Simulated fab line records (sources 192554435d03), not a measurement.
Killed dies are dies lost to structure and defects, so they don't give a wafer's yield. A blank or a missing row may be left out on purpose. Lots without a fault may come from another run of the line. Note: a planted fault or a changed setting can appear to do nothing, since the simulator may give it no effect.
Which tool was responsible? + flow n5_finfet + 10 lots, 28 wafers sampled, at 5 steps of a route of 1938

## WHAT THE GAUGES SHOWED, per wafer
No reading from a measuring or inspecting step in the record can be judged against a usual standard deviation.

## EACH LOT AND THE TOOL THAT RAN IT (in order: tool; ch and the chambers of the sampled wafers; start)
| lot  | N5_BEOL_M11_DESCUM_33              | N5_BEOL_M11_ETCH_65                | N5_BEOL_M11_ETCH_41                | N5_BEOL_M11_DEGAS_44         | N5_PASSIVATION_PROBE_49 |
|------|------------------------------------|------------------------------------|------------------------------------|------------------------------|-------------------------|
| L504 | rie_diel-01 ch 0,3, day 10 04:15   | rie_diel-01 ch 0,3, day 10 04:17   | rie_diel-01 ch 0,3, day 10 04:36   | pvd_sputter-02, day 10 05:16 | -                       |
| L506 | rie_diel-03 ch 1,2,3, day 10 19:39 | rie_diel-03 ch 1,2,3, day 10 19:41 | rie_diel-03 ch 1,2,3, day 10 20:01 | pvd_sputter-03, day 10 21:01 | -                       |
| L505 | rie_diel-01 ch 1,2,3, day 10 21:04 | rie_diel-01 ch 1,2,3, day 10 21:06 | rie_diel-01 ch 1,2,3, day 10 21:25 | pvd_sputter-02, day 10 22:40 | -                       |
| L510 | rie_diel-01 ch 0,2,3, day 11 20:55 | rie_diel-01 ch 0,2,3, day 11 20:56 | rie_diel-01 ch 0,2,3, day 11 21:16 | pvd_sputter-02, day 11 23:50 | -                       |
| L511 | rie_diel-01 ch 0,1,3, day 11 23:04 | rie_diel-01 ch 0,1,3, day 11 23:06 | rie_diel-01 ch 0,1,3, day 11 23:25 | pvd_sputter-02, day 12 00:22 | -                       |
| L513 | rie_diel-04 ch 0,2,3, day 12 22:28 | rie_diel-04 ch 0,2,3, day 12 22:30 | rie_diel-04 ch 0,2,3, day 12 22:49 | pvd_sputter-01, day 13 00:20 | -                       |
| L515 | rie_diel-01 ch 0,2, day 13 11:31   | rie_diel-01 ch 0,2, day 13 11:34   | rie_diel-01 ch 0,2, day 13 11:52   | pvd_sputter-03, day 13 13:37 | -                       |
| L517 | rie_diel-04 ch 0,2,3, day 14 10:35 | rie_diel-04 ch 0,2,3, day 14 10:37 | rie_diel-04 ch 0,2,3, day 14 10:56 | pvd_sputter-01, day 14 11:36 | -                       |
| L519 | rie_diel-01 ch 0,3, day 14 16:38   | rie_diel-01 ch 0,3, day 14 16:40   | rie_diel-01 ch 0,3, day 14 16:59   | pvd_sputter-02, day 14 17:57 | -                       |
| L524 | rie_diel-01 ch 0,2, day 15 15:07   | rie_diel-01 ch 0,2, day 15 15:10   | rie_diel-01 ch 0,2, day 15 15:29   | pvd_sputter-03, day 15 16:19 | prober-02, day 17 11:11 |
- N5_BEOL_M11_DESCUM_33: chemistry O2, time 7.9 s.
- N5_BEOL_M11_ETCH_65: etches SiARC in CF4, target depth 39 nm, time 65 s.
- N5_BEOL_M11_ETCH_41: etches SiCN in CH3F/O2, target depth 42.6 nm, time 86 s.
- N5_BEOL_M11_DEGAS_44: time 60 s.
- N5_PASSIVATION_PROBE_49

## AS READ BY THE TOOLS THEMSELVES (means over the sampled wafers that have a number; for cases with no such wafer, the mark the record gives instead)
N5_BEOL_M11_DESCUM_33. Usual: drypump_motor_current_A 5.6 A, standard deviation 0.44; oes_product_au 0.82 a.u., standard deviation 0.088; rf_vpp_V 242.7 V, standard deviation 1.3; showerhead_plenum_p_Torr 2.06 Torr, standard deviation 0.067; temp_c 40.00 C, standard deviation 0.11; throttle_valve_pct 20.22 %, standard deviation 0.2.
| lot  | tool        | drypump_motor_current_A (A) | oes_product_au (a.u.) | rf_vpp_V (V) | showerhead_plenum_p_Torr (Torr) | temp_c (C) | throttle_valve_pct (%) | flag |
|------|-------------|-----------------------------|-----------------------|--------------|---------------------------------|------------|------------------------|------|
| L504 | rie_diel-01 | 5.4                         | 0.80                  | 243.2        | 2.13                            | 39.98      | 20.14                  |      |
| L506 | rie_diel-03 | 5.7                         | 0.84                  | 242.7        | 2.11                            | 40.02      | 20.36                  |      |
| L505 | rie_diel-01 | 5.5                         | 0.77                  | 242.7        | 2.07                            | 40.02      | 20.23                  |      |
| L510 | rie_diel-01 | 5.3                         | 0.80                  | 243.1        | 2.08                            | 40.06      | 20.22                  |      |
| L511 | rie_diel-01 | 5.5                         | 0.81                  | 244.0        | 2.08                            | 39.95      | 20.15                  |      |
| L513 | rie_diel-04 | 5.7                         | 0.82                  | 242.5        | 2.04                            | 40.01      | 20.19                  |      |
| L515 | rie_diel-01 | 5.1                         | 0.80                  | 241.9        | 2.03                            | 39.88      | 20.23                  |      |
| L517 | rie_diel-04 | 5.7                         | 0.80                  | 243.2        | 2.04                            | 40.01      | 20.21                  |      |
| L519 | rie_diel-01 | 5.2                         | 0.81                  | 243.1        | 2.09                            | 39.95      | 20.14                  |      |
| L524 | rie_diel-01 | 5.1                         | 0.78                  | 242.1        | 2.02                            | 40.02      | 20.26                  |      |

N5_BEOL_M11_ETCH_65. Usual: drypump_motor_current_A 5.6 A, standard deviation 0.44; etch_rf_on_time_s 64.3 s, standard deviation 1.6; oes_product_au 0.70 a.u., standard deviation 0.076; rf_vpp_V 183.7 V, standard deviation 1.1; showerhead_plenum_p_Torr 2.12 Torr, standard deviation 0.07; throttle_valve_pct 15.44 %, standard deviation 0.19.
| lot  | tool        | drypump_motor_current_A (A) | etch_rf_on_time_s (s) | oes_product_au (a.u.) | rf_vpp_V (V) | showerhead_plenum_p_Torr (Torr) | throttle_valve_pct (%) | flag |
|------|-------------|-----------------------------|-----------------------|-----------------------|--------------|---------------------------------|------------------------|------|
| L504 | rie_diel-01 | 5.4                         | 67.3                  | 0.68                  | 184.2        | 2.19                            | 15.43                  |      |
| L506 | rie_diel-03 | 5.7                         | 63.7                  | 0.73                  | 184.1        | 2.16                            | 15.58                  |      |
| L505 | rie_diel-01 | 5.5                         | 64.8                  | 0.67                  | 182.7        | 2.13                            | 15.49                  |      |
| L510 | rie_diel-01 | 5.3                         | 65.6                  | 0.67                  | 183.9        | 2.13                            | 15.45                  |      |
| L511 | rie_diel-01 | 5.5                         | 64.9                  | 0.70                  | 183.8        | 2.14                            | 15.39                  |      |
| L513 | rie_diel-04 | 5.7                         | 63.9                  | 0.71                  | 183.9        | 2.10                            | 15.42                  |      |
| L515 | rie_diel-01 | 5.1                         | 65.4                  | 0.69                  | 184.3        | 2.08                            | 15.44                  |      |
| L517 | rie_diel-04 | 5.7                         | 63.2                  | 0.69                  | 183.0        | 2.10                            | 15.44                  |      |
| L519 | rie_diel-01 | 5.1                         | 65.1                  | 0.70                  | 183.9        | 2.14                            | 15.38                  |      |
| L524 | rie_diel-01 | 5.1                         | 65.5                  | 0.68                  | 182.5        | 2.07                            | 15.45                  |      |

N5_BEOL_M11_ETCH_41. Usual: drypump_motor_current_A 5.6 A, standard deviation 0.44; oes_product_au 0.82 a.u., standard deviation 0.087; rf_vpp_V 296.8 V, standard deviation 1.6; showerhead_plenum_p_Torr 1.98 Torr, standard deviation 0.069; throttle_valve_pct 16.15 %, standard deviation 0.18.
| lot  | tool        | drypump_motor_current_A (A) | oes_product_au (a.u.) | rf_vpp_V (V) | showerhead_plenum_p_Torr (Torr) | throttle_valve_pct (%) | flag |
|------|-------------|-----------------------------|-----------------------|--------------|---------------------------------|------------------------|------|
| L504 | rie_diel-01 | 5.3                         | 0.80                  | 298.7        | 2.05                            | 16.14                  |      |
| L506 | rie_diel-03 | 5.7                         | 0.85                  | 298.4        | 2.02                            | 16.27                  |      |
| L505 | rie_diel-01 | 5.5                         | 0.78                  | 296.9        | 1.99                            | 16.19                  |      |
| L510 | rie_diel-01 | 5.3                         | 0.80                  | 297.9        | 1.99                            | 16.18                  |      |
| L511 | rie_diel-01 | 5.4                         | 0.81                  | 296.5        | 2.00                            | 16.13                  |      |
| L513 | rie_diel-04 | 5.7                         | 0.82                  | 296.0        | 1.96                            | 16.14                  |      |
| L515 | rie_diel-01 | 5.1                         | 0.81                  | 296.1        | 1.94                            | 16.17                  |      |
| L517 | rie_diel-04 | 5.7                         | 0.80                  | 295.3        | 1.96                            | 16.15                  |      |
| L519 | rie_diel-01 | 5.2                         | 0.89                  | 296.5        | 2.01                            | 16.13                  |      |
| L524 | rie_diel-01 | 5.1                         | 0.92                  | 296.1        | 1.94                            | 16.19                  |      |

N5_BEOL_M11_DEGAS_44. Usual: heater_power_w at 348 W, with a standard deviation of 16.
| lot  | tool           | heater_power_w (W) | flag |
|------|----------------|--------------------|------|
| L504 | pvd_sputter-02 | 346                |      |
| L506 | pvd_sputter-03 | 352                |      |
| L505 | pvd_sputter-02 | 351                |      |
| L510 | pvd_sputter-02 | 343                |      |
| L511 | pvd_sputter-02 | 339                |      |
| L513 | pvd_sputter-01 | 361                |      |
| L515 | pvd_sputter-03 | 362                |      |
| L517 | pvd_sputter-01 | 355                |      |
| L519 | pvd_sputter-02 | 343                |      |
| L524 | pvd_sputter-03 | 354                |      |

N5_PASSIVATION_PROBE_49. Usual: defect_limited_yield 91.2 %, standard deviation 1.6; killed_at_M0_to_M3 34, standard deviation 11; killed_at_M4_up 14, standard deviation 5.7; killed_at_contacts 14, standard deviation 6.6; killed_at_front_end 37, standard deviation 10; killed_at_other 4, standard deviation 3.2; killed_dies 104, standard deviation 19; killed_open 69, standard deviation 13; killed_short 33, standard deviation 8.7; sort_bin_5_function 5.1 %, standard deviation 1; sort_bin_6_memory 3.3 %, standard deviation 0.76; sort_bin_8_speed 0.00 %, standard deviation 0.016; sort_n_pass 1076, standard deviation 19; sort_yield_pct 91.2 %, standard deviation 1.6.
| lot  | tool      | defect_limited_yield (%) | killed_at_M0_to_M3 | killed_at_M4_up | killed_at_contacts | killed_at_front_end | killed_at_other | killed_dies | killed_open | killed_short | sort_bin_5_function (%) | sort_bin_6_memory (%) | sort_bin_8_speed (%) | sort_n_pass | sort_yield_pct (%) | flag |
|------|-----------|--------------------------|--------------------|-----------------|--------------------|---------------------|-----------------|-------------|-------------|--------------|-------------------------|-----------------------|----------------------|-------------|--------------------|------|
| L524 | prober-02 | 92.5                     | 30                 | 25              | 7                  | 19                  | 7               | 88          | 61          | 26           | 4.4                     | 2.9                   | 0.00                 | 1092        | 92.5               |      |

## THE ANSWER, worked out from the rows above alone
Rule: a lot counts as off when the mean over its wafers that have a number is more than 3 standard deviations away from the usual mean. Also off: a lot with no number at a reading for which 4 or more lots have one. All remaining lots with rows at the step are treated as sound. Order of review: gauges by route order, followed by the tools' own readings, for which a lot's mean as printed above is used. The first step at which some lot is off is used, and at that step the reading that is off furthest; a lot without a number counts as furthest.
None of the lots is off at any reading shown; this tells nothing.

## WHAT THE SIMULATOR PUT IN
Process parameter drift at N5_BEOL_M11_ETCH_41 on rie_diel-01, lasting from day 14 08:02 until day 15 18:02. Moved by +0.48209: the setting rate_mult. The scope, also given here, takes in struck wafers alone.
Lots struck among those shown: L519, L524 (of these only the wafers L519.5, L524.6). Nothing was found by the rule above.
